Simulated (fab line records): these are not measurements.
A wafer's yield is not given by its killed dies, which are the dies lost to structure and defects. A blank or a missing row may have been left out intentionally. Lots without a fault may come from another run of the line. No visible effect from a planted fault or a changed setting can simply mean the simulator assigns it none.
Which tool did it?	flow nand_harc	Sampling: 24 lots, 72 wafers, 6 of 1159 route steps

WHAT THE GAUGES SHOWED, per wafer
NHARC_P_GATE_CD_MEAS_91: target cd 2000 nm. Usual: cd_nm at 2000.5 nm, with a standard deviation of 1.6.
lot	measured	on	cd_nm (nm)	flag
L074	day 5 06:32	cd_sem-02	2003.2 1998.8 2000.4	
L075	day 5 17:17	cd_sem-01	1999.8 2000.2 1999.2	
L076	day 6 04:56	cd_sem-03	2000.2 2002.1 2000.0	
L077	day 6 16:56	cd_sem-03	1999.9 2000.7 1998.3	
L079	day 6 14:28	cd_sem-01	1998.2 1996.8 1997.9	
L078	day 6 17:14	cd_sem-03	2001.6 2001.6 1998.8	
L080	day 7 10:53	cd_sem-03	2000.1 1999.6 1999.5	
L081	day 7 08:31	cd_sem-03	2000.7 2001.4 1997.5	
L083	day 7 20:15	cd_sem-03	2002.1 1999.5 1999.0	
L082	day 7 20:56	cd_sem-01	2004.3 2001.5 2002.8	
L086	day 9 05:59	cd_sem-03	1998.8 2001.0 1999.1	
L085	day 9 08:40	cd_sem-01	1998.4 2000.8 2001.4	
L084	day 9 06:20	cd_sem-03	1999.6 2002.6 2001.6	
L087	day 9 11:55	cd_sem-03	1999.7 2001.0 2002.2	
L088	day 9 19:28	cd_sem-01	2000.2 2001.2 2002.0	
L091	day 9 19:49	cd_sem-01	2002.2 2002.5 2000.3	
L089	day 10 01:47	cd_sem-01	2000.7 1999.9 2001.6	
L092	day 10 02:01	cd_sem-03	2002.7 1999.5 2002.0	
L090	day 10 04:18	cd_sem-02	2002.8 1997.1 2000.1	
L094	day 10 08:52	cd_sem-03	1998.2 2000.5 2000.3	
L093	day 10 09:23	cd_sem-02	1999.8 1999.5 2000.2	
L095	day 10 14:40	cd_sem-01	2001.0 2000.2 2001.0	
L096	day 10 15:40	cd_sem-02	1997.5 1999.4 1998.6	
L097	day 11 01:41	cd_sem-02	2000.1 2000.3 1999.6	

NHARC_P_CONTACT_INSPECT_14. Usual: raw_defect_count at 3.8, with a standard deviation of 2.8.
lot	measured	on	raw_defect_count	flag
L074	day 5 11:50	defect_inspect-02	9 6 3	
L075	day 5 22:15	defect_inspect-01	6 4 3	
L076	day 6 10:07	defect_inspect-02	2 3 4	
L077	day 6 21:58	defect_inspect-02	4 3 4	
L079	day 6 19:59	defect_inspect-02	6 5 2	
L078	day 6 22:13	defect_inspect-01	3 0 3	
L080	day 7 15:42	defect_inspect-01	14 6 9	
L081	day 7 13:38	defect_inspect-01	4 3 5	
L083	day 8 01:15	defect_inspect-02	3 2 3	
L082	day 8 01:58	defect_inspect-01	6 2 6	
L086	day 9 10:59	defect_inspect-01	2 3 3	
L085	day 9 13:38	defect_inspect-02	5 5 3	
L084	day 9 11:28	defect_inspect-02	6 3 6	
L087	day 9 16:46	defect_inspect-01	7 1 0	
L088	day 10 00:09	defect_inspect-02	0 3 4	
L091	day 10 00:40	defect_inspect-01	3 5 3	
L089	day 10 06:49	defect_inspect-02	0 3 2	
L092	day 10 07:31	defect_inspect-02	3 2 4	
L090	day 10 09:17	defect_inspect-02	3 1 7	
L094	day 10 13:40	defect_inspect-01	2 3 3	
L093	day 10 14:16	defect_inspect-01	2 0 0	
L095	day 10 19:31	defect_inspect-02	2 6 5	
L096	day 10 20:37	defect_inspect-01	5 2 2	
L097	day 11 06:49	defect_inspect-02	1 4 5	

EACH LOT AND THE TOOL THAT RAN IT (in order: tool; ch and the chambers of the sampled wafers; start)
lot	NHARC_P_GATE_HM_DEP_102	NHARC_P_GATE_ETCH_104	NHARC_P_GATE_ETCH_114	NHARC_P_GATE_STRIP_112
L074	acl_dep-03 ch 0, day 4 13:41	rie_diel-13 ch 1,2, day 4 15:16	rie_diel-13 ch 1,2,3, day 5 05:34 or earlier	plasma_asher-02 ch 0,1, day 5 05:34
L075	acl_dep-01 ch 0, day 5 00:17	rie_diel-08 ch 1,3, day 5 01:59	rie_diel-08 ch 1,2,3, day 5 16:16 or earlier	plasma_asher-02 ch 1, day 5 16:16
L076	acl_dep-03 ch 0, day 5 08:52	rie_diel-08 ch 1,2,3, day 5 10:43	rie_diel-08 ch 0,1, day 6 03:45 or earlier	plasma_asher-01 ch 0,1, day 6 03:45
L077	acl_dep-02 ch 0, day 5 21:26	rie_diel-11 ch 1,2, day 5 22:55	rie_diel-11 ch 0,2,3, day 6 15:44 or earlier	plasma_asher-01 ch 0,1, day 6 15:44
L079	acl_dep-03 ch 0, day 5 21:37	rie_diel-13 ch 1,2, day 5 23:19	rie_diel-13 ch 0,2,3, day 6 13:24 or earlier	plasma_asher-01 ch 0,1, day 6 13:24
L078	acl_dep-02 ch 0, day 5 22:11	rie_diel-13 ch 0,1, day 5 23:47	rie_diel-13 ch 2,3, day 6 16:04 or earlier	plasma_asher-01 ch 0,1, day 6 16:04
L080	acl_dep-01 ch 0, day 6 15:53	rie_diel-13 ch 0,1,2, day 6 17:31	rie_diel-13 ch 0,1, day 7 09:49 or earlier	plasma_asher-01 ch 0,1, day 7 09:49
L081	acl_dep-03 ch 0, day 6 15:59	rie_diel-08 ch 0,1,2, day 6 17:39	rie_diel-08 ch 0,1,3, day 7 07:30 or earlier	plasma_asher-01 ch 0,1, day 7 07:30
L083	acl_dep-02 ch 0, day 7 03:15	rie_diel-08 ch 0,1,3, day 7 04:40	rie_diel-08 ch 0,1, day 7 19:12 or earlier	plasma_asher-02 ch 0,1, day 7 19:12
L082	acl_dep-02 ch 0, day 7 03:53	rie_diel-13 ch 0,2, day 7 05:24	rie_diel-13 ch 0,2,3, day 7 19:46 or earlier	plasma_asher-02 ch 1, day 7 19:46
L086	acl_dep-01 ch 0, day 8 12:44	rie_diel-11 ch 0,1,2, day 8 14:26	rie_diel-11 ch 0,3, day 9 04:49 or earlier	plasma_asher-02 ch 0,1, day 9 04:49
L085	acl_dep-03 ch 0, day 8 12:47	rie_diel-13 ch 0,1,3, day 8 14:16	rie_diel-13 ch 0,2,3, day 9 07:33 or earlier	plasma_asher-02 ch 0,1, day 9 07:33
L084	acl_dep-03 ch 0, day 8 13:19	rie_diel-11 ch 0,1,2, day 8 14:48	rie_diel-11 ch 1,2, day 9 05:11 or earlier	plasma_asher-02 ch 0, day 9 05:11
L087	acl_dep-01 ch 0, day 8 13:29	rie_diel-13 ch 0,1,2, day 8 15:06	rie_diel-13 ch 2,3, day 9 10:52 or earlier	plasma_asher-02 ch 0,1, day 9 10:52
L088	acl_dep-03 ch 0, day 9 01:31	rie_diel-13 ch 0,2,3, day 9 03:29	rie_diel-13 ch 2,3, day 9 18:20 or earlier	plasma_asher-01 ch 0,1, day 9 18:20
L091	acl_dep-02 ch 0, day 9 01:40	rie_diel-13 ch 1,2,3, day 9 03:35	rie_diel-13 ch 0,1,3, day 9 18:38 or earlier	plasma_asher-02 ch 0,1, day 9 18:38
L089	acl_dep-03 ch 0, day 9 02:16	rie_diel-13 ch 0,1,2, day 9 04:21	rie_diel-13 ch 1,2,3, day 10 00:38 or earlier	plasma_asher-02 ch 0,1, day 10 00:38
L092	acl_dep-02 ch 0, day 9 02:19	rie_diel-13 ch 1,2, day 9 04:32	rie_diel-13 ch 0,2,3, day 10 00:51 or earlier	plasma_asher-01 ch 1, day 10 00:51
L090	acl_dep-01 ch 0, day 9 02:19	rie_diel-13 ch 0,1,3, day 9 04:40	rie_diel-13 ch 0,1,2, day 10 03:07 or earlier	plasma_asher-01 ch 0,1, day 10 03:07
L094	acl_dep-01 ch 0, day 9 16:13	rie_diel-11 ch 0,1,2, day 9 17:52	rie_diel-11 ch 0,1,2, day 10 07:48 or earlier	plasma_asher-02 ch 0,1, day 10 07:48
L093	acl_dep-03 ch 0, day 9 16:26	rie_diel-08 ch 1,3, day 9 17:51	rie_diel-08 ch 1,3, day 10 08:17 or earlier	plasma_asher-01 ch 0,1, day 10 08:17
L095	acl_dep-02 ch 0, day 9 21:37	rie_diel-13 ch 2,3, day 9 23:14	rie_diel-13 ch 2,3, day 10 13:28 or earlier	plasma_asher-02 ch 0,1, day 10 13:28
L096	acl_dep-01 ch 0, day 9 21:37	rie_diel-11 ch 0,2,3, day 9 23:39	rie_diel-11 ch 1,2,3, day 10 14:29 or earlier	plasma_asher-01 ch 0,1, day 10 14:29
L097	acl_dep-02 ch 0, day 10 08:58	rie_diel-13 ch 1,2,3, day 10 10:29	rie_diel-13 ch 0,3, day 11 00:29 or earlier	plasma_asher-02 ch 0,1, day 11 00:29
- NHARC_P_GATE_HM_DEP_102: deposits aC, target thk 120 nm.
- NHARC_P_GATE_ETCH_104: etches the open film in CF4/CHF3, target depth 60 nm.
- NHARC_P_GATE_ETCH_114: etches the open film in CF4/O2, target depth 30 nm, overetch 3 nm, time 16.5 s.
- NHARC_P_GATE_STRIP_112: strips in N2/H2, time 200 s.

AS READ BY THE TOOLS THEMSELVES (means over the sampled wafers that have a number; for cases with no such wafer, the mark the record gives instead)
NHARC_P_GATE_HM_DEP_102. Usual: throttle_valve_pct at 35.001 %, with a standard deviation of 0.0086.
lot	tool	throttle_valve_pct (%)	flag
L074	acl_dep-03	35.002	
L075	acl_dep-01	35.000	
L076	acl_dep-03	34.991	
L077	acl_dep-02	34.997	
L079	acl_dep-03	34.999	
L078	acl_dep-02	34.996	
L080	acl_dep-01	35.001	
L081	acl_dep-03	35.009	
L083	acl_dep-02	35.007	
L082	acl_dep-02	35.006	
L086	acl_dep-01	35.000	
L085	acl_dep-03	34.999	
L084	acl_dep-03	35.003	
L087	acl_dep-01	34.995	
L088	acl_dep-03	35.006	
L091	acl_dep-02	35.007	
L089	acl_dep-03	35.009	
L092	acl_dep-02	35.006	
L090	acl_dep-01	34.996	
L094	acl_dep-01	35.005	
L093	acl_dep-03	35.009	
L095	acl_dep-02	34.996	
L096	acl_dep-01	34.996	
L097	acl_dep-02	35.008	

NHARC_P_GATE_ETCH_104. Usual: chamber_pressure_mTorr 25.002 mTorr, standard deviation 0.023; drypump_motor_current_A 5.6 A, standard deviation 0.49; oes_product_au 0.948 a.u., standard deviation 0.021; rf_vpp_V 369.9 V, standard deviation 2.4; showerhead_plenum_p_Torr 1.55 Torr, standard deviation 0.067; throttle_valve_pct 16.804 %, standard deviation 0.0086.
lot	tool	chamber_pressure_mTorr (mTorr)	drypump_motor_current_A (A)	oes_product_au (a.u.)	rf_vpp_V (V)	showerhead_plenum_p_Torr (Torr)	throttle_valve_pct (%)	flag
L074	rie_diel-13	25.004	6.2	0.958	368.3	1.51	16.807	
L075	rie_diel-08	24.987	5.3	0.942	372.2	1.60	16.803	
L076	rie_diel-08	24.991	5.1	0.965	372.2	1.61	16.803	
L077	rie_diel-11	24.989	6.3	0.944	369.5	1.56	16.807	
L079	rie_diel-13	25.024	6.1	0.975	367.8	1.51	16.800	
L078	rie_diel-13	25.012	5.4	0.973	369.1	1.54	16.801	
L080	rie_diel-13	24.994	5.8	0.964	368.5	1.53	16.801	
L081	rie_diel-08	25.017	5.3	0.967	371.2	1.59	16.808	
L083	rie_diel-08	24.998	5.4	0.919	368.7	1.54	16.809	
L082	rie_diel-13	25.014	5.5	0.930	368.4	1.49	16.811	
L086	rie_diel-11	25.013	6.1	0.972	367.9	1.53	16.806	
L085	rie_diel-13	24.988	5.6	0.924	371.0	1.58	16.804	
L084	rie_diel-11	25.016	6.1	0.955	368.9	1.53	16.803	
L087	rie_diel-13	25.017	5.8	0.936	368.3	1.52	16.800	
L088	rie_diel-13	24.997	5.6	0.937	369.1	1.54	16.807	
L091	rie_diel-13	24.976	5.9	0.930	369.4	1.57	16.810	
L089	rie_diel-13	25.003	5.8	0.930	369.5	1.52	16.804	
L092	rie_diel-13	24.988	6.1	0.927	370.2	1.56	16.807	
L090	rie_diel-13	25.017	5.6	0.931	371.5	1.58	16.807	
L094	rie_diel-11	24.985	6.1	0.950	369.2	1.53	16.809	
L093	rie_diel-08	24.992	5.2	0.954	370.3	1.56	16.807	
L095	rie_diel-13	24.996	6.0	0.972	368.9	1.52	16.795	
L096	rie_diel-11	25.004	5.6	0.926	367.3	1.51	16.807	
L097	rie_diel-13	25.003	5.9	0.984	370.3	1.57	16.799	

NHARC_P_GATE_ETCH_114. Usual: chamber_pressure_mTorr 29.999 mTorr, standard deviation 0.028; drypump_motor_current_A 5.6 A, standard deviation 0.48; oes_product_au 1.003 a.u., standard deviation 0.01; rf_vpp_V 197.3 V, standard deviation 1.5; showerhead_plenum_p_Torr 1.31 Torr, standard deviation 0.061; throttle_valve_pct 13.397 %, standard deviation 0.0086.
lot	tool	chamber_pressure_mTorr (mTorr)	drypump_motor_current_A (A)	oes_product_au (a.u.)	rf_vpp_V (V)	showerhead_plenum_p_Torr (Torr)	throttle_valve_pct (%)	flag
L074	rie_diel-13	30.002	5.9	1.013	198.1	1.33	13.402	
L075	rie_diel-08	30.008	5.1	1.000	199.1	1.37	13.395	
L076	rie_diel-08	29.986	5.6	0.995	196.7	1.29	13.397	
L077	rie_diel-11	30.000	5.6	1.003	196.3	1.29	13.393	
L079	rie_diel-13	30.002	5.6	1.012	197.6	1.31	13.402	
L078	rie_diel-13	29.975	5.8	1.011	197.7	1.35	13.398	
L080	rie_diel-13	30.006	5.4	1.005	197.4	1.30	13.395	
L081	rie_diel-08	29.993	5.4	0.995	197.7	1.31	13.396	
L083	rie_diel-08	30.011	5.5	1.002	197.9	1.34	13.394	
L082	rie_diel-13	29.981	5.6	1.010	196.8	1.30	13.395	
L086	rie_diel-11	29.998	5.2	1.001	195.9	1.27	13.383	
L085	rie_diel-13	30.012	5.6	1.006	196.5	1.30	13.392	
L084	rie_diel-11	29.984	6.3	0.999	197.2	1.32	13.408	
L087	rie_diel-13	30.004	5.8	1.007	198.4	1.34	13.397	
L088	rie_diel-13	29.999	6.0	1.005	196.4	1.29	13.393	
L091	rie_diel-13	29.998	5.6	1.002	198.6	1.34	13.393	
L089	rie_diel-13	30.012	5.9	1.005	197.2	1.33	13.403	
L092	rie_diel-13	30.001	5.6	1.000	197.3	1.30	13.397	
L090	rie_diel-13	29.993	5.8	1.006	197.5	1.29	13.401	
L094	rie_diel-11	30.000	6.1	0.995	197.1	1.30	13.403	
L093	rie_diel-08	30.008	5.3	0.990	198.7	1.35	13.404	
L095	rie_diel-13	29.966	5.8	1.010	197.8	1.34	13.398	
L096	rie_diel-11	29.988	5.7	0.998	196.7	1.30	13.390	
L097	rie_diel-13	30.014	5.3	1.004	196.8	1.31	13.394	

NHARC_P_GATE_STRIP_112. Usual: drypump_motor_current_A 5.9 A, standard deviation 0.47; heater_power_w 88 W, standard deviation 14.
lot	tool	drypump_motor_current_A (A)	heater_power_w (W)	flag
L074	plasma_asher-02	5.9	74	
L075	plasma_asher-02	6.6	73	
L076	plasma_asher-01	5.6	99	
L077	plasma_asher-01	5.8	104	
L079	plasma_asher-01	5.8	106	
L078	plasma_asher-01	5.8	103	
L080	plasma_asher-01	5.6	99	
L081	plasma_asher-01	5.8	104	
L083	plasma_asher-02	5.9	75	
L082	plasma_asher-02	6.6	73	
L086	plasma_asher-02	6.3	76	
L085	plasma_asher-02	6.0	79	
L084	plasma_asher-02	5.6	82	
L087	plasma_asher-02	6.3	76	
L088	plasma_asher-01	5.6	97	
L091	plasma_asher-02	6.0	79	
L089	plasma_asher-02	6.3	78	
L092	plasma_asher-01	5.9	110	
L090	plasma_asher-01	5.8	105	
L094	plasma_asher-02	5.9	79	
L093	plasma_asher-01	5.8	103	
L095	plasma_asher-02	6.0	80	
L096	plasma_asher-01	5.8	105	
L097	plasma_asher-02	6.3	75	

THE ANSWER, worked out from the rows above alone
Rule: a lot is off if the mean of its wafers that have a number lies more than 3 standard deviations from the usual mean. A lot without any number at a reading at which 4 lots or more have one is off too. Any other lot the step has rows for is counted as sound. The gauges are gone through in route order, then the tools' own readings, and for those a lot's mean is taken as printed above. The first step at which some lot is off is used, and at that step the reading that is off furthest; a lot without a number counts as furthest.
No lot is off on any of the readings shown, so nothing can be concluded from this.

WHAT HAD BEEN PUT IN BY THE SIMULATOR
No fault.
